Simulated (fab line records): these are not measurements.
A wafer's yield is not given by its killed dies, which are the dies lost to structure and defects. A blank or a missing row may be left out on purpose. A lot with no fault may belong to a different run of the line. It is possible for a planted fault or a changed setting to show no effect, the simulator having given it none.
Matching of chambers    flow nand_harc    cmp-01 running NHARC_A_BONDPAD_CMP_19: 4 sister chambers
The step polishes, t overpolish 30 s, cu recess touch 16 s, target thk 169.82 nm. 18 wafers are shown with their chamber, then 9 later ones without.

## EACH WAFER AND ITS CHAMBER
wafer   chamber  motor_current_A (A)  overpolish_run_s (s)
L323.1  0        12.6                 30.004
L323.2  2        12.5                 30.000
L323.4  1        13.4                 29.993
L325.2  1        14.3                 30.010
L325.3  0        13.1                 30.001
L325.4  2        12.4                 29.984
L336.2  2        12.0                 29.996
L336.3  1        13.9                 29.979
L336.6  1        13.6                 29.998
L335.2  1        15.0                 29.998
L335.3  3        12.4                 29.998
L335.4  2        13.0                 30.000
L338.3  1        13.5                 30.004
L338.5  2        12.3                 30.007
L338.6  1        14.4                 30.003
L339.1  1        13.5                 29.988
L339.2  0        13.1                 30.005
L339.3  2        12.4                 29.986

SIGNATURES (means of the wafers above)
reading           chamber 0  chamber 1  chamber 2  chamber 3  scatter within a chamber
motor_current_A   12.933     13.950     12.433     12.400     0.46
overpolish_run_s  30.00333   29.99663   29.99550   29.99800   0.00878
Rule: a wafer's distance from a chamber is the root of the sum, over the readings, of the square of ((its reading less the chamber's mean) divided by the reading's scatter). If the next closest chamber is less than 2 further off than the closest, the wafer can't be placed; otherwise it belongs to the closest. The scatter: the root of (the sum of the squares of (reading less its chamber's mean) over the shown wafers, divided by (wafers less chambers)).

## WAFERS WITHOUT THEIR CHAMBER
wafer   motor_current_A (A)  overpolish_run_s (s)
L340.2  12.2                 29.998
L340.3  12.0                 29.996
L340.6  12.8                 30.005
L345.1  12.8                 29.993
L345.3  11.7                 29.989
L345.5  12.2                 30.007
L346.2  11.8                 30.001
L346.3  13.6                 30.010
L346.4  12.6                 29.992

## EACH ONE'S CHAMBER
wafer   from the rows above                in truth
L340.2  can't be placed: 3 or 2 or 0       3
L340.3  can't be placed: 3 or 2 or 0       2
L340.6  can't be placed: 0 or 3 or 2       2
L345.1  can't be placed: 2 or 3 or 0 or 1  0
L345.3  can't be placed: 2 or 3 or 0       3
L345.5  can't be placed: 3 or 2 or 0       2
L346.2  can't be placed: 3 or 2 or 0       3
L346.3  can't be placed: 0 or 1 or 3 or 2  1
L346.4  can't be placed: 2 or 3 or 0       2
Correct placement for 0 of the 9. Can't be placed from these rows: 9 (the true chamber is among the candidates in 9). Wrongly placed: 0.
